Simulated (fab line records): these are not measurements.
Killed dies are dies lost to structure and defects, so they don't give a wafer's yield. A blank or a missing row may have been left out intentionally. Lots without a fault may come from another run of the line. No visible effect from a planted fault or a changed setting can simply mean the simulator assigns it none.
Chamber matching | flow n5Finfet | N5_BEOL_M6_STRIP_67 on rieDiel-02 has 4 sister chambers
The step strips in CF4. 4 wafers are shown with their chamber, then 8 later ones without.

WAFERS PAIRED WITH THEIR CHAMBERS
wafer  | chamber | drypumpMotorCurrentA (A)
L080.2 | 0       | 6.1
L083.2 | 1       | 5.4
L083.6 | 2       | 5.2
L088.3 | 3       | 6.3

WAFERS WITHOUT THEIR CHAMBER
wafer  | drypumpMotorCurrentA (A)
L088.5 | 6.3
L088.6 | 6.1
L095.1 | 5.5
L095.2 | 5.2
L095.3 | 6.1
L095.4 | 5.1
L095.5 | 6.0
L095.6 | 5.4

CHAMBER TAKEN BY EACH
wafer  | from the rows above | in truth
L088.5 | 3                   | 3
L088.6 | 0                   | 0
L095.1 | 1                   | 1
L095.2 | 2                   | 2
L095.3 | 0                   | 0
L095.4 | 2                   | 2
L095.5 | 0                   | 0
L095.6 | 1                   | 1
Correct placement for 8 of the 8. From these rows, 0 cannot be placed. 0 placed wrongly.
How it was worked out, from the rows above alone: a wafer's distance from a chamber is the root of the sum, over the readings, of the square of ((its reading less the chamber's mean) divided by the reading's scatter). The wafer belongs to the nearest chamber; if the next one is less than 2 further off, it can't be placed. Each chamber's mean is taken over the wafers shown for it. The scatter: root of mean squared gap, hidden wafer to nearest shown wafer, with one shown wafer a chamber.
